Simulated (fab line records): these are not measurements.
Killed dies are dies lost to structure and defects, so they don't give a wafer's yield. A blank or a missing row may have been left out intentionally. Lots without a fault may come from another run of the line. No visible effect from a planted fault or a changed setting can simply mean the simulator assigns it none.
Chamber matching -- flow nand_harc -- 4 sister chambers for NHARC_P_GATE_STRIP_108 on rie_diel-08
The step strips in O2. 14 wafers are shown with their chamber, then 6 later ones without.

== WAFERS WITH THEIR CHAMBER ==
wafer,chamber,drypump_motor_current_A (A),showerhead_plenum_p_Torr (Torr),oes_product_au (a.u.)
L360.1,1,5.93,3.69,1.008
L360.2,0,5.59,3.48,1.008
L360.5,0,5.59,3.49,1.013
L363.2,1,5.92,3.69,1.004
L363.5,1,5.93,3.69,1.011
L371.1,1,5.93,3.68,1.011
L371.3,2,5.37,3.33,1.001
L371.4,0,5.59,3.48,0.989
L372.2,2,5.37,3.33,0.999
L372.4,1,5.93,3.68,1.004
L372.5,3,5.96,3.46,1.003
L373.3,3,5.99,3.46,1.018
L373.5,3,5.99,3.46,1.001
L373.6,2,5.37,3.33,0.998

SIGNATURES (averages over the wafers above)
reading,chamber 0,chamber 1,chamber 2,chamber 3,scatter within a chamber
drypump_motor_current_A,5.5900,5.9280,5.3700,5.9800,0.00825
showerhead_plenum_p_Torr,3.4833,3.6860,3.3300,3.4600,0.00432
oes_product_au,1.00333,1.00760,0.99933,1.00733,0.0074
Rule: for each reading, subtract the chamber's mean from the wafer's reading, divide by that reading's scatter and square the result; add these up over the readings and take the root, which gives the wafer's distance from the chamber. If the next closest chamber is less than 2 further off than the closest, the wafer can't be placed; otherwise it belongs to the closest. How the scatter is found: for the shown wafers, subtract from each reading the mean of its chamber, square and add these, divide the total by (wafers less chambers), then take the root.

== WAFERS MISSING THEIR CHAMBER ==
wafer,drypump_motor_current_A (A),showerhead_plenum_p_Torr (Torr),oes_product_au (a.u.)
L375.1,5.92,3.68,1.003
L375.3,6.02,3.46,1.017
L375.5,5.59,3.48,0.984
L378.2,5.57,3.48,1.005
L378.4,5.36,3.33,1.003
L378.5,6.00,3.46,1.002

== THE CHAMBER EACH PASSED THROUGH ==
wafer,from the rows above,in truth
L375.1,1,1
L375.3,3,3
L375.5,0,0
L378.2,0,0
L378.4,2,2
L378.5,3,3
Correctly placed: 6 of 6. Number that these rows cannot place: 0. 0 placed wrongly.
